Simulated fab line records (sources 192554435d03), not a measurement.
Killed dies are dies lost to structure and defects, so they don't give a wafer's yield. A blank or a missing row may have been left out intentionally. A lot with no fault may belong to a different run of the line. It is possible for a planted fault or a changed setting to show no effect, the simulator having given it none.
The tool behind it: which one? ; flow n5 finfet ; 9 lots with 27 wafers sampled at 4 steps, on a route of 1938 steps

WHAT THE GAUGES SHOWED, per wafer
N5_BEOL_M6_OCD_MEAS_38.
lot;measured;on;trench depth nm (nm)
L338;day 8 10:59;ocd-02;98.9 94.9 92.7
L345;day 10 04:34;ocd-01;94.9 95.1 95.3
L344;day 10 06:44;ocd-02;95.1 95.8 94.8
L350;day 11 17:55;ocd-01;95.0 93.7 94.6
L351;day 12 02:16;ocd-01;94.3 95.8 94.9
L354;day 12 20:02;ocd-02;105.8 104.5 105.0
L356;day 12 20:04;ocd-01;94.6 94.3 93.3
L358;day 13 13:08;ocd-02;103.2 104.5 104.3
L359;day 13 18:19;ocd-02;95.9 93.2 94.2

WHAT TOOL EACH LOT RAN ON (gives the tool, then ch and the chambers of the sampled wafers, and finally the start)
lot;N5_BEOL_M6_ETCH_66;N5_BEOL_M6_TRENCH_ETCH_37;N5_BEOL_M6_STRIP_80
L338;rie diel-05 ch 0,1,3, day 8 10:38;rie diel-05 ch 0,1,3, day 8 10:50;rie diel-05 ch 0,1,3, day 8 10:59 or earlier
L345;rie diel-03 ch 2,3, day 10 04:13;rie diel-03 ch 2,3, day 10 04:24;rie diel-03 ch 2,3, day 10 04:34 or earlier
L344;rie diel-03 ch 0,2, day 10 06:23;rie diel-03 ch 0,2, day 10 06:35;rie diel-03 ch 0,2, day 10 06:44 or earlier
L350;rie diel-06 ch 0,2, day 11 17:34;rie diel-06 ch 0,2, day 11 17:46;rie diel-06 ch 0,2, day 11 17:55 or earlier
L351;rie diel-03 ch 0,1, day 12 01:55;rie diel-03 ch 0,1, day 12 02:07;rie diel-03 ch 0,1, day 12 02:16 or earlier
L354;rie diel-03 ch 0,1,2, day 12 19:41;rie diel-03 ch 0,1,2, day 12 19:53;rie diel-03 ch 0,1,2, day 12 20:02 or earlier
L356;rie diel-05 ch 0,1,2, day 12 19:43;rie diel-05 ch 0,1,2, day 12 19:55;rie diel-05 ch 0,1,2, day 12 20:04 or earlier
L358;rie diel-03 ch 0,1,2, day 13 12:47;rie diel-03 ch 0,1,2, day 13 12:59;rie diel-03 ch 0,1,2, day 13 13:08 or earlier
L359;rie diel-05 ch 0,1,2, day 13 17:58;rie diel-05 ch 0,1,2, day 13 18:10;rie diel-05 ch 0,1,2, day 13 18:19 or earlier
- N5_BEOL_M6_ETCH_66: etches SOC in N2/H2, target depth 80 nm, overetch 16 nm, time 120 s.
- N5_BEOL_M6_TRENCH_ETCH_37: etches SiCOH lowk in C4F6/O2, target depth 94.435 nm, time 31.5 s.
- N5_BEOL_M6_STRIP_80: strips in N2/H2, time 10 s.

THE ANSWER, worked out from the rows above alone
Rule: what is usual is taken from the lots themselves. The widest of any qualifying gaps counts: lots, ordered by their means at a reading, are off when they make up no more than a third of the lots, leave a main group of 4 or more, and stand apart from it by 3 or more times the standard deviation of that group's means. If all means in a main group match to the digits the tables above print for the reading, that group is not used. Also off: a lot with no number at a reading for which 4 or more lots have one. Any other lot the step has rows for is counted as sound.
Off, at N5_BEOL_M6_OCD_MEAS_38 on trench depth nm: L354, L358. For the main group the mean is 94.8 nm and the standard deviation 0.48.
If a tool, at a process step before that reading, ran all the lots that are off and no sound lot after the first of them, it fits. Those tools and the gauges at N5_BEOL_M6_OCD_MEAS_38 are tried in the same way. N5_BEOL_M6_STRIP_80: start missing for some lots; hours and lot order therefore follow N5_BEOL_M6_OCD_MEAS_38. One fits: rie diel-03 at N5_BEOL_M6_ETCH_66 and N5_BEOL_M6_TRENCH_ETCH_37 and N5_BEOL_M6_STRIP_80. At N5_BEOL_M6_ETCH_66 its last sound lot is L351 (day 12 01:55), its first lot that is off L354 (day 12 19:41): a fault that began between those two fits.

WHAT THE SIMULATOR HAD INSERTED
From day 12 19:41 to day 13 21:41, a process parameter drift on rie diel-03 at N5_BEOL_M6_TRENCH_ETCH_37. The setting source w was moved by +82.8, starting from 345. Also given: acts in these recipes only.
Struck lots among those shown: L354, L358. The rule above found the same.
